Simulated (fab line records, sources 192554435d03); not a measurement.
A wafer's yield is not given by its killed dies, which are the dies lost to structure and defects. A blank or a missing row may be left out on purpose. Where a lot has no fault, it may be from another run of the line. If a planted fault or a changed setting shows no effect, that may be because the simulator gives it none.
Matching of chambers    flow n5 finfet    3 sister chambers for N5_SDB_HM_DEP_00 on pecvd-03
The step deposits SiNx from SiH4/NH3/N2, target thk 40 nm, time 35.3 s. 14 wafers are shown with their chamber, then 7 later ones without.

== WAFERS, EACH WITH ITS CHAMBER ==
wafer   chamber  throttle valve pct (%)  showerhead plenum p Torr (Torr)  showerhead vpp V (V)
L075.1  2        37.7                    5.20                             1106
L075.4  2        37.5                    5.20                             1119
L075.5  0        38.0                    5.25                             1056
L076.3  1        39.2                    5.21                             1126
L076.5  0        37.8                    5.24                             1076
L076.6  1        39.2                    5.21                             1132
L077.2  2        37.7                    5.18                             1137
L077.3  1        38.7                    5.23                             1133
L077.4  2        37.6                    5.19                             1103
L083.1  0        37.7                    5.25                             1098
L083.4  2        37.9                    5.19                             1128
L083.5  0        37.8                    5.23                             1079
L088.2  2        37.8                    5.18                             1115
L088.5  2        37.5                    5.19                             1107

SIGNATURES, as means of the wafers listed above
reading                   chamber 0  chamber 1  chamber 2  scatter within a chamber
throttle valve pct        37.825     39.033     37.671     0.178
showerhead plenum p Torr  5.2425     5.2167     5.1900     0.00925
showerhead vpp V          1077.25    1130.33    1116.43    13
Rule: for a wafer and a chamber, the distance is found by dividing, reading by reading, the gap between the wafer's reading and the chamber's mean by the reading's scatter, squaring, summing and taking the root. If the next closest chamber is less than 2 further off than the closest, the wafer can't be placed; otherwise it belongs to the closest. The scatter: take each reading less its chamber's mean, square it, sum over the shown wafers, divide by the number of wafers less the number of chambers, and take the root.

== WAFERS WITHOUT THEIR CHAMBER ==
wafer   throttle valve pct (%)  showerhead plenum p Torr (Torr)  showerhead vpp V (V)
L088.6  37.9                    5.26                             1064
L094.1  39.3                    5.21                             1133
L094.3  37.7                    5.18                             1122
L094.4  37.7                    5.24                             1070
L095.2  39.2                    5.22                             1154
L095.4  38.1                    5.23                             1066
L095.5  38.1                    5.20                             1136

== WHICH CHAMBER EACH ONE RAN IN ==
wafer   from the rows above  in truth
L088.6  0                    0
L094.1  1                    1
L094.3  2                    2
L094.4  0                    0
L095.2  1                    1
L095.4  0                    0
L095.5  2                    2
Placed correctly: 7 of 7. From these rows, 0 cannot be placed. Wrongly placed: 0.
